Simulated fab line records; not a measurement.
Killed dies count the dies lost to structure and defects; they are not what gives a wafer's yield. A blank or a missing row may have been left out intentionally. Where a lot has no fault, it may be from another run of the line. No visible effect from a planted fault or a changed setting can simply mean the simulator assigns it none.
Chamber matching :: flow n5 finfet :: N5_SPACER0_ALD_08 on ald sin-04 has 4 sister chambers
The step deposits SiNx, target thk 2 nm. 8 wafers are shown with their chamber, then 10 later ones without.

EACH WAFER AND ITS CHAMBER
wafer: L077.1
chamber: 3
heater power w (W): 722
chamber pressure Torr (Torr): 2.001

wafer: L083.1
chamber: 1
heater power w (W): 749
chamber pressure Torr (Torr): 2.000

wafer: L083.6
chamber: 3
heater power w (W): 763
chamber pressure Torr (Torr): 1.999

wafer: L087.3
chamber: 0
heater power w (W): 678
chamber pressure Torr (Torr): 2.003

wafer: L087.4
chamber: 2
heater power w (W): 733
chamber pressure Torr (Torr): 2.003

wafer: L087.6
chamber: 1
heater power w (W): 754
chamber pressure Torr (Torr): 2.003

wafer: L090.2
chamber: 0
heater power w (W): 683
chamber pressure Torr (Torr): 2.000

wafer: L090.4
chamber: 2
heater power w (W): 720
chamber pressure Torr (Torr): 2.005

WAFERS MISSING THEIR CHAMBER
wafer: L090.5
heater power w (W): 762
chamber pressure Torr (Torr): 2.006

wafer: L091.1
heater power w (W): 717
chamber pressure Torr (Torr): 1.994

wafer: L091.3
heater power w (W): 679
chamber pressure Torr (Torr): 2.006

wafer: L091.4
heater power w (W): 776
chamber pressure Torr (Torr): 2.004

wafer: L092.2
heater power w (W): 786
chamber pressure Torr (Torr): 1.999

wafer: L092.3
heater power w (W): 784
chamber pressure Torr (Torr): 1.996

wafer: L092.4
heater power w (W): 684
chamber pressure Torr (Torr): 1.990

wafer: L096.1
heater power w (W): 765
chamber pressure Torr (Torr): 1.999

wafer: L096.3
heater power w (W): 680
chamber pressure Torr (Torr): 2.007

wafer: L096.6
heater power w (W): 725
chamber pressure Torr (Torr): 2.002

THE CHAMBER EACH PASSED THROUGH
wafer: L090.5
from the rows above: can't be placed: 2 or 1 or 3
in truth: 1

wafer: L091.1
from the rows above: can't be placed: 3 or 1 or 0 or 2
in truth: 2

wafer: L091.3
from the rows above: can't be placed: 0 or 2
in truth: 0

wafer: L091.4
from the rows above: can't be placed: 1 or 3 or 2
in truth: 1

wafer: L092.2
from the rows above: can't be placed: 1 or 3
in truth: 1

wafer: L092.3
from the rows above: can't be placed: 3 or 1
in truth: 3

wafer: L092.4
from the rows above: can't be placed: 0 or 3 or 1 or 2
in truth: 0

wafer: L096.1
from the rows above: can't be placed: 3 or 1
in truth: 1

wafer: L096.3
from the rows above: can't be placed: 0 or 2
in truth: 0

wafer: L096.6
from the rows above: can't be placed: 2 or 3 or 1 or 0
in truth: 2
Placed correctly: 0 of 10. These rows do not allow placing 10 (true chamber among the candidates in 10). Wrongly placed: 0.
How it was worked out, from the rows above alone: a wafer's distance from a chamber is the root of the sum, over the readings, of the square of ((its reading less the chamber's mean) divided by the reading's scatter). The wafer belongs to the nearest chamber; if the next one is less than 2 further off, it can't be placed. The mean given for a chamber averages the wafers shown for that chamber. The scatter: take each reading less its chamber's mean, square it, sum over the shown wafers, divide by the number of wafers less the number of chambers, and take the root.
